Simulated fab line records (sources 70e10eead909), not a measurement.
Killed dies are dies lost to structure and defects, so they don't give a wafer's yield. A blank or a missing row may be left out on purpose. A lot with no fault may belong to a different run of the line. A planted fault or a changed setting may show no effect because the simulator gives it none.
Which of the tools did it?    flow nand_harc    36 wafers from 12 lots sampled at 5 of the route's 1159 steps

== WHAT EACH GAUGE READ, for each wafer ==
NHARC_END_SORT_01.
lot   measured      on         killed_at_array  killed_at_other  killed_at_periphery  killed_dies  killed_open  killed_short
L649  day 19 19:42  prober-01  9 10 13          0 0 0            1 0 2                10 10 15     0 1 4        3 1 3
L647  day 20 05:53  prober-02  33 32 31         0 0 0            3 3 6                36 35 37     7 5 4        4 2 2
L648  day 20 15:25  prober-02  24 31 25         1 0 0            0 4 3                25 35 28     2 6 4        1 2 0
L651  day 21 09:30  prober-02  16 12 15         0 0 1            4 1 3                20 13 19     5 4 6        0 1 4
L650  day 20 16:10  prober-01  19 20 22         1 4 1            5 0 0                25 24 23     4 1 0        3 1 1
L656  day 22 01:08  prober-01  675 676 674      1 0 0            1 1 2                677 677 676  3 2 1        2 3 0
L657  day 22 00:26  prober-02  676 673 674      0 2 0            1 2 3                677 677 677  3 0 4        1 1 0
L661  day 22 22:02  prober-02  26 34 25         1 0 1            7 7 2                34 41 28     2 6 3        2 0 2
L664  day 23 12:40  prober-02  29 12 15         2 2 1            4 3 1                35 17 17     4 2 0        2 2 2
L663  day 23 12:43  prober-01  33 39 41         2 2 1            3 5 3                38 46 45     1 8 5        2 4 0
L665  day 24 00:08  prober-01  29 12 12         2 1 1            3 1 1                34 14 14     5 3 1        2 3 1
L666  day 24 15:25  prober-01  41 49 44         0 1 0            3 0 2                44 50 46     5 3 0        2 3 3

== TOOL THAT RAN EACH LOT (tool first, then ch and the chambers of the sampled wafers, then the start) ==
lot   NHARC_A_STAIRCASE_ETCH_170                     NHARC_A_STAIRCASE_STRIP_171           NHARC_A_STAIRCASE_ETCH_25                      NHARC_A_STAIRCASE_ETCH_27
L649  rie_diel-08 ch 0,2,3, day 11 07:36 or earlier  plasma_asher-01 ch 0,1, day 11 07:36  rie_diel-07 ch 1,3, day 11 11:58 or earlier    rie_diel-07 ch 0,1, day 11 11:58
L647  rie_diel-07 ch 0,2,3, day 11 08:00 or earlier  plasma_asher-02 ch 0,1, day 11 08:00  rie_diel-07 ch 1,2,3, day 11 12:16 or earlier  rie_diel-07 ch 0,3, day 11 12:16
L648  rie_diel-02 ch 0,1, day 11 16:44 or earlier    plasma_asher-01 ch 0,1, day 11 16:44  rie_diel-02 ch 0,1,3, day 11 20:30 or earlier  rie_diel-02 ch 1,3, day 11 20:30
L651  rie_diel-08 ch 2,3, day 11 22:30 or earlier    plasma_asher-02 ch 0,1, day 11 22:30  rie_diel-07 ch 0,1,2, day 12 02:41 or earlier  rie_diel-07 ch 0,2,3, day 12 02:41
L650  rie_diel-08 ch 0,2, day 12 02:34 or earlier    plasma_asher-02 ch 0,1, day 12 02:34  rie_diel-02 ch 0,3, day 12 06:22 or earlier    rie_diel-02 ch 1,3, day 12 06:22
L656  rie_diel-08 ch 0,1, day 13 06:04 or earlier    plasma_asher-02 ch 0,1, day 13 06:04  rie_diel-02 ch 0,1, day 13 09:50 or earlier    rie_diel-02 ch 1,3, day 13 09:50
L657  rie_diel-08 ch 0,3, day 13 10:05 or earlier    plasma_asher-01 ch 0,1, day 13 10:05  rie_diel-02 ch 0,1,2, day 13 13:34 or earlier  rie_diel-02 ch 0,1,2, day 13 13:34
L661  rie_diel-02 ch 2,3, day 14 11:34 or earlier    plasma_asher-01 ch 0,1, day 14 11:34  rie_diel-07 ch 0,1, day 14 16:23               rie_diel-07 ch 0,1,3, day 14 16:38
L664  rie_diel-08 ch 0,2, day 14 22:32 or earlier    plasma_asher-01 ch 0,1, day 14 22:32  rie_diel-08 ch 0,2,3, day 15 03:52 or earlier  rie_diel-08 ch 2,3, day 15 03:52
L663  rie_diel-08 ch 1,2, day 14 22:39 or earlier    plasma_asher-02 ch 0, day 14 22:39    rie_diel-07 ch 1,3, day 15 02:34 or earlier    rie_diel-07 ch 0,2, day 15 02:34
L665  rie_diel-02 ch 1,2,3, day 15 08:59 or earlier  plasma_asher-02 ch 0,1, day 15 08:59  rie_diel-08 ch 0,3, day 15 12:33 or earlier    rie_diel-08 ch 1,2,3, day 15 12:33
L666  rie_diel-02 ch 0,1, day 15 17:19 or earlier    plasma_asher-01 ch 0,1, day 15 17:19  rie_diel-08 ch 2,3, day 15 21:11 or earlier    rie_diel-08 ch 2,3, day 15 21:11
- NHARC_A_STAIRCASE_ETCH_170: etches the open film in C4F6/O2, target depth 200 nm, time 66.667 s.
- NHARC_A_STAIRCASE_STRIP_171: strips in O2.
- NHARC_A_STAIRCASE_ETCH_25: etches the open film in C4F8/O2, target depth 100 nm, time 40.5 s.
- NHARC_A_STAIRCASE_ETCH_27: etches the open film in C4F8/O2, target depth 100 nm, time 40.5 s.

== AS READ BY THE TOOLS THEMSELVES (means over the sampled wafers that have a number; for cases with no such wafer, the mark the record gives instead) ==
NHARC_A_STAIRCASE_ETCH_170.
lot   tool         c4f6_flow_sccm (sccm)  chamber_pressure_mTorr (mTorr)  drypump_motor_current_A (A)  oes_product_au (a.u.)  rf_vpp_V (V)  showerhead_plenum_p_Torr (Torr)  throttle_valve_pct (%)
L649  rie_diel-08  24.96                  30.00                           6.2                          0.978                  547           3.93                             26.908
L647  rie_diel-07  24.98                  30.02                           5.2                          0.971                  548           3.97                             26.904
L648  rie_diel-02  25.06                  30.00                           5.6                          0.963                  551           4.15                             26.900
L651  rie_diel-08  25.04                  29.97                           6.4                          1.004                  546           3.93                             26.902
L650  rie_diel-08  24.98                  30.00                           6.2                          0.972                  545           3.82                             26.906
L656  rie_diel-08  25.04                  30.01                           6.1                          0.950                  549           4.04                             26.897
L657  rie_diel-08  24.96                  30.02                           6.2                          0.965                  549           4.04                             26.905
L661  rie_diel-02  24.94                  30.01                           5.7                          0.956                  543           3.75                             26.903
L664  rie_diel-08  24.96                  29.99                           6.1                          0.971                  547           3.93                             26.908
L663  rie_diel-08  25.02                  30.01                           6.3                          0.980                  545           3.79                             26.908
L665  rie_diel-02  24.94                  30.00                           5.6                          0.970                  550           4.07                             26.901
L666  rie_diel-02  25.02                  29.99                           5.6                          0.963                  551           4.12                             26.908

NHARC_A_STAIRCASE_STRIP_171.
lot   tool             drypump_motor_current_A (A)  heater_power_w (W)
L649  plasma_asher-01  5.6                          344
L647  plasma_asher-02  5.2                          383
L648  plasma_asher-01  5.6                          346
L651  plasma_asher-02  5.1                          391
L650  plasma_asher-02  5.1                          396
L656  plasma_asher-02  5.2                          380
L657  plasma_asher-01  5.6                          359
L661  plasma_asher-01  5.4                          352
L664  plasma_asher-01  5.7                          356
L663  plasma_asher-02  5.3                          367
L665  plasma_asher-02  5.1                          389
L666  plasma_asher-01  5.6                          351

NHARC_A_STAIRCASE_ETCH_25.
lot   tool         chamber_pressure_mTorr (mTorr)  oes_product_au (a.u.)  rf_vpp_V (V)
L649  rie_diel-07  25.013                          0.923                  891
L647  rie_diel-07  24.994                          0.943                  895
L648  rie_diel-02  24.993                          0.930                  897
L651  rie_diel-07  24.993                          0.942                  901
L650  rie_diel-02  24.997                          0.945                  899
L656  rie_diel-02  24.995                          0.965                  901
L657  rie_diel-02  25.006                          0.941                  900
L661  rie_diel-07  24.991                          0.925                  902
L664  rie_diel-08  25.025                          0.931                  895
L663  rie_diel-07  25.000                          0.934                  895
L665  rie_diel-08  25.015                          0.948                  900
L666  rie_diel-08  24.992                          0.955                  896

NHARC_A_STAIRCASE_ETCH_27.
lot   tool         chamber_pressure_mTorr (mTorr)  oes_product_au (a.u.)  rf_vpp_V (V)
L649  rie_diel-07  25.002                          0.936                  903
L647  rie_diel-07  24.996                          0.943                  894
L648  rie_diel-02  25.001                          0.939                  891
L651  rie_diel-07  24.998                          0.945                  897
L650  rie_diel-02  25.001                          0.931                  896
L656  rie_diel-02  24.994                          0.773                  891
L657  rie_diel-02  25.004                          0.773                  901
L661  rie_diel-07  25.004                          0.927                  897
L664  rie_diel-08  24.991                          0.953                  891
L663  rie_diel-07  24.997                          0.932                  899
L665  rie_diel-08  25.028                          0.955                  894
L666  rie_diel-08  24.999                          0.959                  892

== THE ANSWER, worked out from the rows above alone ==
Rule: usual is defined by the lots themselves. Put in order of their means at a reading, lots are off if they are a third of the lots or fewer, leave a main group of 4 or more, and stand apart from it by a gap of 3 or more times the standard deviation of the main group's means; of several such gaps the widest counts. A main group is skipped when, at the precision printed for the reading in the tables above, its means are all equal. A lot without any number at a reading at which 4 lots or more have one is off too. All remaining lots with rows at the step are treated as sound. Order of review: gauges by route order, followed by the tools' own readings, for which a lot's mean as printed above is used. The first step at which some lot is off is used, and at that step the reading that is off furthest; a lot without a number counts as furthest.
Off: L656, L657, at NHARC_END_SORT_01 (killed_at_array). The main group: mean 25, standard deviation 10.
If a tool, at a process step before that reading, ran all the lots that are off and no sound lot after the first of them, it fits. The gauges at NHARC_END_SORT_01 aren't tried: what is off there is off at NHARC_A_STAIRCASE_ETCH_27 too, on other tools, and a gauge's error can't cause that. Because NHARC_A_STAIRCASE_ETCH_170 lacks a start for some lots, the hours and order of its lots are taken from NHARC_A_STAIRCASE_STRIP_171. Because NHARC_A_STAIRCASE_ETCH_25 lacks a start for some lots, the hours and order of its lots are taken from NHARC_A_STAIRCASE_ETCH_27. One candidate fits, namely rie_diel-02 at NHARC_A_STAIRCASE_ETCH_25 and NHARC_A_STAIRCASE_ETCH_27. At NHARC_A_STAIRCASE_ETCH_25 its last sound lot is L650 (day 12 06:22), its first lot that is off L656 (day 13 09:50): a fault that began between those two fits.

== WHAT THE SIMULATOR HAD INSERTED ==
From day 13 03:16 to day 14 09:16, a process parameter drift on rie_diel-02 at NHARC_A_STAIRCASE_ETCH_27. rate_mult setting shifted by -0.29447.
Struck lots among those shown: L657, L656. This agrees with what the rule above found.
